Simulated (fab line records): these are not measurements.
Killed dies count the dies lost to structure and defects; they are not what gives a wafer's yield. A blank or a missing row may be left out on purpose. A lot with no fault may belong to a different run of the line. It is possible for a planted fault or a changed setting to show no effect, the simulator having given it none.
Matching of chambers    flow n5_finfet    N5_BEOL_M11_DEP_56 on pecvd-04 has 3 sister chambers
The step deposits SiCN from 3MS/NH3, target thk 30 nm, time 10.5 s. 3 wafers are shown with their chamber, then 9 later ones without.

## EACH WAFER AND ITS CHAMBER
wafer   chamber  throttle_valve_pct (%)
L080.6  0        18.7
L083.5  2        17.3
L083.6  1        18.9

## WAFERS MISSING THEIR CHAMBER
wafer   throttle_valve_pct (%)
L086.1  17.2
L086.2  18.9
L086.3  18.8
L093.1  17.4
L093.3  18.6
L093.6  17.1
L094.2  17.5
L094.3  19.0
L094.5  18.9

## WHICH CHAMBER EACH WENT THROUGH
wafer   from the rows above      in truth
L086.1  2                        2
L086.2  can't be placed: 1 or 0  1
L086.3  can't be placed: 1 or 0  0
L093.1  2                        2
L093.3  can't be placed: 0 or 1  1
L093.6  2                        2
L094.2  2                        2
L094.3  can't be placed: 1 or 0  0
L094.5  can't be placed: 1 or 0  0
Correct placement for 4 of the 9. Not placeable from these rows: 5 (in 5, the candidates include the true chamber). 0 placed wrongly.
How it was worked out, from the rows above alone: a wafer's distance from a chamber is the root of the sum, over the readings, of the square of ((its reading less the chamber's mean) divided by the reading's scatter). If the next closest chamber is less than 2 further off than the closest, the wafer can't be placed; otherwise it belongs to the closest. Each chamber's mean is taken over the wafers shown for it. The scatter (one wafer shown for each chamber): square how far every hidden wafer sits from the nearest shown wafer, average those squares and take the square root.
